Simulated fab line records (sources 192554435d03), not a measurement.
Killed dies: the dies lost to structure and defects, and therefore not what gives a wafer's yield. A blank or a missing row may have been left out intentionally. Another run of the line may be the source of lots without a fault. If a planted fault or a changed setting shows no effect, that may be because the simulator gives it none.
A single fault, viewed from 2 desks + flow n5-finfet + only its own numbers are on each desk; what lay behind them is given at the end

## THE METROLOGY DESK
What the gauges read for every lot (on any tool): the sampled wafers with a number, averaged. Any lot whose mean is over 4 standard deviations away from the usual mean is out of limits and marked OUT; that distance is given in the brackets.
Columns: A = cd-nm at N5_BEOL_M10_CD_MEAS_11, usual 64.4 nm; B = cd-nm at N5_BEOL_M10_CD_MEAS_18, usual 70.2 nm
| lot  | first seen here | A    | B    |
|------|-----------------|------|------|
| L481 | day 11 02:16    | 65.1 | 70.8 |
| L482 | day 11 09:40    | 65.2 | 70.8 |
| L486 | day 11 16:37    | 65.0 | 70.4 |
| L485 | day 11 23:11    | 63.4 | 69.2 |
| L484 | day 11 23:29    | 64.8 | 70.3 |
| L488 | day 11 23:39    | 64.4 | 69.8 |
| L487 | day 12 04:29    | 64.3 | 71.0 |
| L493 | day 13 15:54    | 64.6 | 70.7 |
| L496 | day 14 18:46    | 64.1 | 69.7 |
| L500 | day 16 04:35    | 65.2 | 71.3 |
| L502 | day 16 07:56    | 65.1 | 70.7 |
| L501 | day 17 06:21    | 65.0 | 71.0 |
This desk's verdict: no lot among the 12 shows anything out of limits.

## TOOL OWNER'S DESK, litho-track-02
The tool's own readings at N5_BEOL_M10_COAT_63 (time 60 s, resist thk 100 nm): means of the sampled wafers that have a number, for each lot that ran on this tool. Any lot whose mean is over 4 standard deviations away from the usual mean is out of limits and marked OUT; that distance is given in the brackets.
Columns: A = spin-speed-rpm at N5_BEOL_M10_COAT_63, usual 1500.0 rpm
| lot  | first seen here | A                        |
|------|-----------------|--------------------------|
| L482 | day 11 11:27    | 1499.8                   |
| L486 | day 11 17:52    | 1501.0                   |
| L487 | day 12 06:23    | 1500.2                   |
| L493 | day 13 16:41    | 1499.9                   |
| L496 | day 14 19:22    | 1499.1                   |
| L500 | day 16 05:27    | 1336.3 (-99 or more) OUT |
| L501 | day 17 09:05    | 1336.8 (-99 or more) OUT |
This desk's finding: out of limits on L500, L501; first on L500, day 16 05:27 (spin-speed-rpm at N5_BEOL_M10_COAT_63). Within limits: L482, L486, L487, L493, L496.

## ALL TOGETHER
The tool owner's desk had the chance to raise an alarm at day 16 05:27 on L500, L501.
The metrology desk saw nothing out of limits.
The metrology desk holds a record of L500, L501, inside its limits.
All the named lots went through N5_BEOL_M10_COAT_63 on litho-track-02.

## WHAT THE SIMULATOR HAD PUT IN
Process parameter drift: litho-track-02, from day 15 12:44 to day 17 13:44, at N5_BEOL_M10_COAT_63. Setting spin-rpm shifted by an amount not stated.
Lots struck among those shown: L500, L501.
Each desk's first reading out of limits, in hours after the fault started: the tool owner's desk, 17.
